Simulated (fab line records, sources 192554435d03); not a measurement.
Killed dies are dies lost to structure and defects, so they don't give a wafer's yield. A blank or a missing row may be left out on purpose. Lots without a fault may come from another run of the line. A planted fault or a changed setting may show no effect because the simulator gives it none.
Chamber matching | flow n5_finfet | N5_BEOL_M11_STRIP_19 on rie_diel-05: 4 sister chambers
The step strips in O2. 22 wafers are shown with their chamber, then 11 later ones without.

WAFERS WITH THEIR CHAMBER
wafer  | chamber | showerhead_plenum_p_Torr (Torr) | throttle_valve_pct (%) | drypump_motor_current_A (A)
L078.1 | 1       | 2.14                            | 16.18                  | 6.0
L078.2 | 3       | 2.18                            | 17.15                  | 5.8
L078.3 | 2       | 2.02                            | 16.64                  | 5.0
L078.4 | 0       | 2.01                            | 16.75                  | 5.1
L078.5 | 1       | 2.14                            | 16.19                  | 5.9
L078.6 | 2       | 2.02                            | 16.63                  | 5.0
L079.1 | 1       | 2.14                            | 16.19                  | 6.0
L079.5 | 0       | 2.01                            | 16.74                  | 5.1
L079.6 | 3       | 2.18                            | 17.12                  | 5.8
L083.1 | 3       | 2.17                            | 17.16                  | 5.8
L083.5 | 2       | 2.02                            | 16.65                  | 5.0
L083.6 | 3       | 2.17                            | 17.14                  | 5.8
L085.1 | 3       | 2.17                            | 17.15                  | 5.8
L085.2 | 0       | 2.01                            | 16.75                  | 5.1
L085.3 | 1       | 2.14                            | 16.20                  | 5.9
L085.4 | 2       | 2.02                            | 16.65                  | 5.0
L085.5 | 2       | 2.02                            | 16.65                  | 5.1
L085.6 | 3       | 2.17                            | 17.16                  | 5.7
L088.1 | 1       | 2.14                            | 16.21                  | 6.0
L088.4 | 3       | 2.17                            | 17.16                  | 5.8
L088.5 | 1       | 2.14                            | 16.21                  | 5.9
L089.1 | 3       | 2.17                            | 17.17                  | 5.8

SIGNATURES (means of the wafers above)
reading                  | chamber 0 | chamber 1 | chamber 2 | chamber 3 | scatter within a chamber
showerhead_plenum_p_Torr | 2.0100    | 2.1400    | 2.0200    | 2.1725    | 0.00289
throttle_valve_pct       | 16.7467   | 16.1967   | 16.6440   | 17.1513   | 0.0125
drypump_motor_current_A  | 5.100     | 5.950     | 5.020     | 5.787     | 0.042
Rule: a wafer's distance from a chamber is the root of the sum, over the readings, of the square of ((its reading less the chamber's mean) divided by the reading's scatter). The wafer belongs to the nearest chamber; if the next one is less than 2 further off, it can't be placed. The scatter: the root of (the sum of the squares of (reading less its chamber's mean) over the shown wafers, divided by (wafers less chambers)).

WAFERS WITHOUT THEIR CHAMBER
wafer  | showerhead_plenum_p_Torr (Torr) | throttle_valve_pct (%) | drypump_motor_current_A (A)
L089.2 | 2.00                            | 16.79                  | 5.1
L089.3 | 2.01                            | 16.67                  | 5.0
L089.4 | 2.14                            | 16.22                  | 5.9
L089.5 | 2.01                            | 16.68                  | 5.0
L089.6 | 2.17                            | 17.14                  | 5.8
L092.1 | 2.14                            | 16.24                  | 6.0
L092.2 | 2.01                            | 16.67                  | 5.0
L092.3 | 2.17                            | 17.19                  | 5.8
L092.4 | 2.00                            | 16.79                  | 5.1
L092.5 | 2.14                            | 16.22                  | 6.0
L092.6 | 2.00                            | 16.80                  | 5.1

WHICH CHAMBER EACH WENT THROUGH
wafer  | from the rows above     | in truth
L089.2 | 0                       | 0
L089.3 | 2                       | 2
L089.4 | 1                       | 1
L089.5 | can't be placed: 2 or 0 | 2
L089.6 | 3                       | 3
L092.1 | 1                       | 1
L092.2 | 2                       | 2
L092.3 | 3                       | 3
L092.4 | 0                       | 0
L092.5 | 1                       | 1
L092.6 | 0                       | 0
Placed correctly: 10 of 11. Can't be placed from these rows: 1 (the true chamber is among the candidates in 1). Placed wrongly: 0.
